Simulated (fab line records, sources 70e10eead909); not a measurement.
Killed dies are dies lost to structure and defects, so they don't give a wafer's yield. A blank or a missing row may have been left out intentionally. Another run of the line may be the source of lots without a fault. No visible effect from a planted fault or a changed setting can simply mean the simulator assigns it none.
fab line records	flow nandHarc
record lots=12	wafers=36	lastDay=34
route steps=1302 shown P_GATE@144 END@1302
lots with no fault: from the same line, run without faults
startH: start of the lot's first displayed wafer, in hours after the record's first day	waitH: hours elapsed since this lot's preceding step	" the same as in the row above	L1.1+2: one row covering several wafers at once	- no value, or no start was given	* or withheld: withheld	< > ~ a bound
route shown NAME@n: NAME is a module with steps in the file, n the number in the route of the first one	usual: mean and standard deviation over wafers with no fault	same: alike in all rows	chamber/n: place in a boat	sites: each site's reading	_std_site: standard deviation of those values	_edge_site: inner sites' mean taken away from outer sites' mean	radiusMm: how far each site lies from the wafer's centre	mask NAME#n: copy n	behind: the last tool/chamber to shape the wafer	hold: the reason the lot was held/the length of the hold in hours/how it ended	device: names the non-switching transistor (n, p or np)	end of line: tests run on the same wafers once the route is complete	where a step has no rows: the recipe by itself	killed: count of dies lost to structure and defects at first sort (not the wafer's yield)	map: a wafer's dies, marking killed ones x, the rest . and places with no die _
set.NAME: the setting that was run; set.NAME@STEP: the one run at that earlier step	model.NAME: the simulator's own value behind a step, which no gauge read
a sample of lots followed through the steps of the route, with each step as a table and each wafer as a row
services: the hour from which a tool's chamber was out of use, counted from the record's first day as startH (under 0 if before that day), plus the number of hours and why
## steps
# step NHARC_P_GATE_DESCUM_31
# recipe timeS=3	o2FlowSccm=200	arFlowSccm=0	biasPowerW=0	chemistry=O2
# usual drypumpMotorCurrentA=5.7/0.48	oesProductAu=1.000/0.0083	rfVppV=57.7/0.92	showerheadPlenumPTorr=1.89/0.081	throttleValvePct=11.312/0.0085
lot.wafer	tool	chamber	startH	waitH	drypumpMotorCurrentA	oesProductAu	rfHoursCounterH	rfVppV	showerheadPlenumPTorr	throttleValvePct
L714.2	rieDiel-11	0	118.47	0.2	6.0	0.997	1	57.6	1.81	11.303
L714.1	"	3	"	"	4.9	1.000	2	56.9	1.82	11.294
L714.5	"	1	"	"	5.7	0.995	-	58.9	1.92	11.328
L718.3	rieDiel-07	0	158.69	0.1	6.5	1.012	2	58.5	1.99	11.296
L718.2	"	1	"	"	5.3	1.006	3	55.5	1.80	11.300
L718.6	"	1	"	"	5.3	0.999	-	57.5	1.80	11.321
L721.1	rieDiel-11	0	183.30	0.1	6.0	1.005	6	57.3	1.81	11.310
L721.2	"	1	"	"	5.6	0.990	5	57.7	1.92	11.314
L721.4	"	3	"	"	4.9	1.008	7	57.1	1.82	11.309
L726.3	rieDiel-06	1	243.70	0.1	5.0	1.004	4	58.1	1.94	11.306
L726.5	"	3	"	"	5.8	0.991	-	57.9	1.96	11.324
L726.6	"	0	"	"	6.1	1.009	-	58.3	1.89	11.311
L727.1	rieDiel-06	2	244.41	0.1	5.8	0.994	6	58.9	1.80	11.325
L727.3	"	0	"	"	6.1	1.013	5	59.4	1.89	11.325
L727.5	"	3	"	"	5.8	0.986	-	60.0	1.96	11.320
L728.1	rieDiel-07	0	259.11	0.1	6.5	0.991	8	58.2	1.99	11.306
L728.2	"	2	"	"	5.5	0.994	7	58.3	2.05	11.288
L728.6	"	0	"	"	6.5	0.994	-	58.1	1.99	11.301
L730.4	rieDiel-07	1	279.65	0.1	5.3	0.997	9	57.0	1.80	11.318
L730.2	"	2	"	"	5.5	0.992	8	58.6	2.05	11.314
L730.3	"	3	"	"	6.2	0.990	9	56.3	1.82	11.315
L731.2	rieDiel-07	1	290.93	0.1	5.3	0.997	10	57.3	1.80	11.318
L731.5	"	2	"	"	5.5	1.005	-	59.3	2.05	11.312
L731.6	"	3	"	"	6.2	1.006	-	56.7	1.82	11.312
L732.2	rieDiel-11	1	297.06	0.1	5.6	0.982	1	57.7	1.91	11.304
L732.4	"	0	"	"	6.0	1.000	3	56.8	1.81	11.321
L732.5	"	2	"	"	6.3	1.003	-	57.7	1.85	11.309
L733.1	rieDiel-06	1	301.80	0.1	5.0	1.000	10	57.7	1.94	11.318
L733.3	"	3	"	"	5.8	1.006	10	59.7	1.96	11.306
L733.6	"	2	"	"	5.8	1.003	-	57.1	1.79	11.307
L734.3	rieDiel-07	3	317.55	0.1	6.2	1.002	0	58.1	1.82	11.314
L734.2	"	0	"	"	6.5	1.018	0	57.6	1.99	11.312
L734.1	"	2	"	"	5.5	0.992	0	58.0	2.05	11.303
L735.3	rieDiel-11	3	321.83	0.1	4.9	1.001	3	56.3	1.81	11.313
L735.2	"	0	"	"	5.9	0.993	3	56.8	1.81	11.323
L735.1	"	1	"	"	5.6	0.994	1	57.3	1.91	11.321
# step NHARC_P_GATE_HM_OPEN_105
# recipe targetDepthA=3600	o2FlowSccm=400	cosFlowSccm=20	arFlowSccm=0	rfW=500	biasW=300	chemistry=O2/COS
# usual drypumpMotorCurrentA=5.7/0.49	oesProductAu=1.000/0.0082	rfVppV=466.2/2.8	showerheadPlenumPTorr=3.08/0.13	throttleValvePct=28.330/0.0092
lot.wafer	tool	chamber	startH	waitH	drypumpMotorCurrentA	oesProductAu	rfHoursCounterH	rfVppV	showerheadPlenumPTorr	throttleValvePct
L714.2	rieDiel-11	0	-	-	6.0	0.991	1	464.5	2.97	28.331
L714.1	"	1	"	"	5.6	0.993	2	467.5	3.13	28.326
L714.5	"	1	"	"	5.6	0.996	-	467.6	3.13	28.319
L718.3	rieDiel-07	0	-	-	6.5	1.007	2	470.7	3.25	28.332
L718.2	"	1	"	"	5.3	0.986	3	463.6	2.95	28.322
L718.6	"	2	"	"	5.5	0.989	-	471.4	3.34	28.327
L721.2	rieDiel-11	2	-	-	6.3	1.005	5	464.2	3.02	28.330
L721.4	"	3	"	"	4.9	0.987	7	462.9	2.97	28.326
L721.1	"	0	"	"	5.9	0.997	6	465.4	2.96	28.331
L726.3	rieDiel-06	1	-	-	5.0	1.008	4	469.1	3.17	28.322
L726.5	"	0	"	"	6.1	1.006	-	465.8	3.09	28.337
L726.6	"	1	"	"	5.0	1.005	-	466.6	3.17	28.327
L727.1	rieDiel-06	3	-	-	5.8	0.985	6	469.2	3.20	28.323
L727.3	"	0	"	"	6.1	1.003	5	466.8	3.09	28.338
L727.5	"	0	"	"	6.1	1.004	-	467.4	3.09	28.316
L728.2	rieDiel-07	2	-	-	5.5	0.997	7	470.9	3.34	28.326
L728.1	"	3	"	"	6.2	0.991	8	462.4	2.98	28.322
L728.6	"	2	"	"	5.5	0.994	-	472.1	3.34	28.335
L730.3	rieDiel-07	2	-	-	5.5	1.003	8	471.2	3.34	28.321
L730.2	"	3	"	"	6.2	0.992	9	462.6	2.98	28.337
L730.4	"	0	"	"	6.5	1.001	9	471.3	3.24	28.332
L731.2	rieDiel-07	3	-	-	6.2	1.006	9	464.4	2.98	28.340
L731.5	"	0	"	"	6.5	1.018	-	470.3	3.24	28.332
L731.6	"	1	"	"	5.2	0.999	-	463.7	2.95	28.311
L732.4	rieDiel-11	2	-	-	6.3	0.993	3	466.8	3.02	28.326
L732.2	"	1	"	"	5.6	0.990	1	466.1	3.12	28.313
L732.5	"	2	"	"	6.3	0.993	-	465.6	3.02	28.325
L733.3	rieDiel-06	3	-	-	5.8	1.016	10	470.3	3.20	28.326
L733.1	"	2	"	"	5.8	1.014	10	462.7	2.94	28.348
L733.6	"	3	"	"	5.8	1.003	-	468.6	3.20	28.341
L734.2	rieDiel-07	0	-	-	6.5	1.020	0	468.4	3.24	28.330
L734.1	"	1	"	"	5.3	0.998	0	463.1	2.95	28.339
L734.3	"	2	"	"	5.5	0.991	0	471.5	3.34	28.329
L735.3	rieDiel-11	3	-	-	4.9	0.999	3	462.3	2.97	28.326
L735.2	"	0	"	"	5.9	0.990	3	462.6	2.96	28.331
L735.1	"	1	"	"	5.6	0.991	1	466.9	3.12	28.344
# step NHARC_P_GATE_STRIP_111
# recipe powerW=1500	tempC=110	timeS=250	chemistry=N2/H2
# usual drypumpMotorCurrentA=5.88/0.12	heaterPowerW=79/11
lot.wafer	tool	chamber	startH	waitH	drypumpMotorCurrentA	heaterPowerW	rfHoursCounterH
L714.1	plasmaAsher-01	0	130.68	0.2	5.91	64	29
L714.2	"	1	"	"	5.69	91	29
L714.5	"	1	"	"	5.70	90	-
L718.2	plasmaAsher-02	1	171.00	0.2	6.00	97	18
L718.3	"	1	"	"	6.00	95	-
L718.6	"	0	"	"	5.86	73	-
L721.1	plasmaAsher-02	1	195.64	0.2	6.02	95	24
L721.2	"	0	"	"	5.84	74	24
L721.4	"	0	"	"	5.88	74	-
L727.1	plasmaAsher-01	0	256.63	0.2	5.92	67	16
L727.3	"	0	"	"	5.93	65	-
L727.5	"	0	"	"	5.92	68	-
L726.3	plasmaAsher-02	0	258.28	0.4	5.86	76	-
L726.5	"	1	"	"	6.02	87	-
L726.6	"	0	"	"	5.86	77	-
L728.1	plasmaAsher-01	1	271.66	0.4	5.71	82	19
L728.2	"	0	"	"	5.92	66	19
L728.6	"	0	"	"	5.91	68	-
L730.2	plasmaAsher-01	1	292.07	0.2	5.72	83	24
L730.4	"	1	"	"	5.69	82	-
L730.3	"	0	"	"	5.92	67	-
L731.2	plasmaAsher-02	1	305.41	0.2	6.02	88	10
L731.6	"	1	"	"	6.01	88	-
L731.5	"	0	"	"	5.89	76	-
L732.2	plasmaAsher-01	0	309.51	0.2	5.90	66	26
L732.4	"	1	"	"	5.70	82	-
L732.5	"	0	"	"	5.91	68	-
L733.1	plasmaAsher-02	1	314.25	0.2	6.00	88	12
L733.3	"	0	"	"	5.88	75	-
L733.6	"	1	"	"	6.01	87	-
L734.2	plasmaAsher-02	0	329.94	0.2	5.88	76	15
L734.1	"	1	"	"	6.01	89	15
L734.3	"	0	"	"	5.88	75	-
L735.2	plasmaAsher-02	1	334.16	0.2	6.01	87	16
L735.1	"	0	"	"	5.88	77	16
L735.3	"	0	"	"	5.85	77	-
# step NHARC_P_GATE_EXPOSE_88
# recipe na=0.6	targetCdNm=2000	doseMj=11.87	maskId=P_HVN
lot.wafer	tool	chamber	startH	waitH	mask
L714.1+2+5	krfScanner-04	0	133.49	-	P_HVN#0
L718.2+3+6	krfScanner-04	0	173.65	-	P_PSD#0
L721.1+2+4	krfScanner-02	0	198.36	-	P_HVN#0
L726.3+5+6	krfScanner-04	0	260.67	-	P_HVN#0
L727.1+3+5	krfScanner-03	0	261.14	-	P_HVN#0
L728.1+2+6	krfScanner-02	0	274.44	-	P_HVN#0
L730.2+3+4	krfScanner-04	0	294.75	-	P_HVN#0
L731.2+5+6	krfScanner-02	0	308.19	-	P_HVN#0
L732.2+4+5	krfScanner-04	0	312.29	-	P_HVN#0
L733.1+3+6	krfScanner-04	0	316.92	-	P_HVN#0
L734.1+2+3	krfScanner-04	0	332.58	-	P_HVN#0
L735.1+2+3	krfScanner-04	0	336.80	-	P_HVN#0
# step NHARC_P_GATE_CD_MEAS_91
# recipe targetCdNm=2000	landingEnergyEv=500
# usual cdNm=1999.5/1.6
lot.wafer	tool	chamber	startH	waitH	cdNm
L714.1	cdSem-02	0	133.65	-	2003.6
L714.2	"	0	"	"	2003.0
L714.5	"	0	"	"	2000.5
L718.2	cdSem-03	0	173.80	-	-
L718.3	"	0	"	"	-
L718.6	"	0	"	"	-
L721.1	cdSem-02	0	198.52	-	1998.9
L721.2	"	0	"	"	2000.4
L721.4	"	0	"	"	1997.7
L726.3	cdSem-03	0	260.82	-	1999.0
L726.5	"	0	"	"	1998.8
L726.6	"	0	"	"	1998.9
L727.1	cdSem-03	0	261.30	-	1997.8
L727.3	"	0	"	"	1999.7
L727.5	"	0	"	"	2000.9
L728.1	cdSem-02	0	274.60	-	1999.3
L728.2	"	0	"	"	1999.4
L728.6	"	0	"	"	2002.0
L730.2	cdSem-01	0	294.91	-	1998.8
L730.3	"	0	"	"	1997.8
L730.4	"	0	"	"	2000.3
L731.2	cdSem-03	0	308.35	-	2001.0
L731.5	"	0	"	"	1999.8
L731.6	"	0	"	"	2001.1
L732.2	cdSem-03	0	312.44	-	1998.9
L732.4	"	0	"	"	1999.7
L732.5	"	0	"	"	2002.5
L733.1	cdSem-03	0	317.07	-	2000.8
L733.3	"	0	"	"	1998.1
L733.6	"	0	"	"	1998.7
L734.1	cdSem-02	0	332.74	-	1999.4
L734.2	"	0	"	"	1999.9
L734.3	"	0	"	"	1998.0
L735.1	cdSem-02	0	336.96	-	1999.5
L735.2	"	0	"	"	1996.0
L735.3	"	0	"	"	1999.8
# step NHARC_END_SORT_01
# recipe tempC=25
# usual killedAtArray=52/18	killedAtOther=0.6/0.83	killedAtPeriphery=4.3/2.8	killedDies=57/19	killedOpen=3.4/2	killedShort=2.5/1.7
# same grossDies=677
lot.wafer	tool	chamber	startH	waitH	killedAtArray	killedAtOther	killedAtPeriphery	killedDies	killedOpen	killedShort
L718.2	prober-02	0	612.47	2.8	50	1	626	677	2	3
L718.3	prober-02	0	613.28	3.1	56	1	620	677	4	3
L718.6	prober-02	0	615.69	4.0	46	0	631	677	1	1
# killed by level:class
L718.2 P_GATE:areaExpose=623 A_CHANNEL_HOLE_D2:chamberFilmFlake=37 P_ZERO_WELL:chamberFilmFlake=3 A_CHANNEL_HOLE_D1:chamberFilmFlake=3 A_SLIT:chamberFilmFlake=2 A_CONTACT:chamberFilmFlake=2 A_CHANNEL_FILL_D1:geometricParticle:open=1 A_CHANNEL_FILL_D1:geometricParticle:short=1
L718.3 P_GATE:areaExpose=614 A_CHANNEL_HOLE_D2:chamberFilmFlake=38 P_ZERO_WELL:chamberFilmFlake=4 A_CONTACT:chamberFilmFlake=3 A_ONON_D2:geometricParticle:short=2 P_M1:chamberFilmFlake=2 A_CHANNEL_HOLE_D1:chamberFilmFlake=2 A_STAIRCASE:chamberFilmFlake=2
L718.6 P_GATE:areaExpose=630 A_CHANNEL_HOLE_D2:chamberFilmFlake=34 A_CONTACT:chamberFilmFlake=5 A_CHANNEL_HOLE_D1:geometricParticle:short=1 A_M0:geometricParticle:open=1 P_M1:chamberFilmFlake=1 A_ZERO_WELL:chamberFilmFlake=1 A_CHANNEL_HOLE_D1:chamberFilmFlake=1
## services
tool	chamber	startH	hours	kind
plasmaAsher-02	-	115.78	0.5	repair
rieDiel-07	-	117.20	9.0	pm
rieDiel-06	2	126.81	11.8	repair
rieDiel-06	-	130.92	9.0	pm
plasmaAsher-01	-	147.16	1.4	repair
rieDiel-07	-	164.94	0.4	repair
plasmaAsher-01	-	165.00	9.0	pm
krfScanner-04	-	168.42	0.4	repair
krfScanner-04	-	182.00	4.0	pm
rieDiel-06	3	182.03	4.5	repair
krfScanner-04	-	199.05	0.3	repair
rieDiel-07	2	204.64	4.7	repair
rieDiel-11	1	234.94	5.4	repair
krfScanner-04	-	235.95	5.6	repair
plasmaAsher-02	-	249.00	9.0	pm
rieDiel-11	-	255.50	9.0	pm
rieDiel-06	3	271.23	15.6	repair
rieDiel-06	2	272.44	3.1	repair
rieDiel-11	1	275.85	8.7	repair
rieDiel-06	0	280.91	45.9	repair
plasmaAsher-02	-	286.24	2.1	repair
rieDiel-07	-	294.20	9.0	pm
rieDiel-11	2	302.48	3.4	repair
rieDiel-06	-	307.92	9.0	pm
## key
firstSign step=NHARC_P_GATE_EXPOSE_88	reading=mask	direction=changed
effect step=NHARC_P_GATE_CD_MEAS_91	reading=cdNm	direction=missing
effect step=NHARC_END_SORT_01	reading=killedAtPeriphery	direction=up	sigmas=99+	usual=4.3	struck=625.7
moreKillsBornAt NHARC_P_GATE_EXPOSE_88@krfScanner-04=1867
metAt NHARC_P_GATE_EXPOSE_88
struckLots L718
laterRowsLeftOut L718.2,L718.3,L718.6
testerLeftOut L718
notActingAt NHARC_P_GATE_DESCUM_31,NHARC_P_GATE_HM_OPEN_105,NHARC_P_GATE_STRIP_111
onsetBetween 133.49 173.65
fault kind=wrongMask	tool=any	chamber=-	onsetH=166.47	steps=NHARC_P_GATE_EXPOSE_88	auxCopy=P_PSD#0	scope=struckLotsOnly
# testerLeftOut: of these lots the tester's yield and bins aren't shown, on N5 and GAA mostly nor the transistor test; their killed dies are dies lost to structure and defects alone, not to doping, threshold or leakage, so they don't give the yield
# laterRowsLeftOut: the simulator's readings of these wafers behind a module that went badly wrong aren't trusted and aren't shown, but for the sort
